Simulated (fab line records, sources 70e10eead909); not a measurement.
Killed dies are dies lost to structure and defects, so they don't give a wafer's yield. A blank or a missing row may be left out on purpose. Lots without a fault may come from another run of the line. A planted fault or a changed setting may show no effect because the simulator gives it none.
Chamber matching | flow nand_harc | NHARC_A_BONDPAD_ETCH_34 on rie_diel-09: 4 sister chambers
The step etches the open film in N2/H2, target depth 60 nm, overetch 18 nm, time 65.91 s. 14 wafers are shown with their chamber, then 7 later ones without.

WAFERS WITH THEIR CHAMBER
wafer  | chamber | showerhead_plenum_p_Torr (Torr) | drypump_motor_current_A (A) | rf_vpp_V (V)
L317.2 | 3       | 1.90                            | 5.5                         | 425.9
L317.3 | 0       | 2.00                            | 5.8                         | 429.5
L317.5 | 3       | 1.90                            | 5.5                         | 424.6
L326.2 | 3       | 1.90                            | 5.4                         | 426.5
L326.3 | 1       | 2.14                            | 5.9                         | 434.4
L326.4 | 0       | 2.00                            | 5.8                         | 428.6
L327.1 | 0       | 2.00                            | 5.8                         | 431.3
L327.2 | 3       | 1.90                            | 5.5                         | 427.5
L327.6 | 1       | 2.14                            | 5.9                         | 433.3
L328.2 | 2       | 1.95                            | 5.6                         | 427.9
L328.3 | 0       | 2.00                            | 5.8                         | 429.3
L328.5 | 1       | 2.14                            | 5.9                         | 433.8
L329.3 | 1       | 2.14                            | 6.0                         | 432.3
L329.5 | 2       | 1.94                            | 5.6                         | 426.5

SIGNATURES (means of the wafers above)
reading                  | chamber 0 | chamber 1 | chamber 2 | chamber 3 | scatter within a chamber
showerhead_plenum_p_Torr | 2.0000    | 2.1400    | 1.9450    | 1.9000    | 0.00224
drypump_motor_current_A  | 5.800     | 5.925     | 5.600     | 5.475     | 0.0387
rf_vpp_V                 | 429.675   | 433.450   | 427.200   | 426.125   | 1.08
Rule: a wafer's distance from a chamber is the root of the sum, over the readings, of the square of ((its reading less the chamber's mean) divided by the reading's scatter). The wafer belongs to the nearest chamber; if the next one is less than 2 further off, it can't be placed. The scatter: the root of (the sum of the squares of (reading less its chamber's mean) over the shown wafers, divided by (wafers less chambers)).

WAFERS WITHOUT THEIR CHAMBER
wafer  | showerhead_plenum_p_Torr (Torr) | drypump_motor_current_A (A) | rf_vpp_V (V)
L329.6 | 2.14                            | 5.9                         | 433.6
L339.2 | 2.14                            | 5.9                         | 432.3
L339.3 | 2.00                            | 5.8                         | 429.8
L339.6 | 1.90                            | 5.5                         | 424.5
L340.1 | 1.94                            | 5.6                         | 428.2
L340.2 | 2.14                            | 5.9                         | 433.6
L340.4 | 2.00                            | 5.8                         | 430.7

WHICH CHAMBER EACH WENT THROUGH
wafer  | from the rows above | in truth
L329.6 | 1                   | 1
L339.2 | 1                   | 1
L339.3 | 0                   | 0
L339.6 | 3                   | 3
L340.1 | 2                   | 2
L340.2 | 1                   | 1
L340.4 | 0                   | 0
Placed correctly: 7 of 7. Can't be placed from these rows: 0. Placed wrongly: 0.
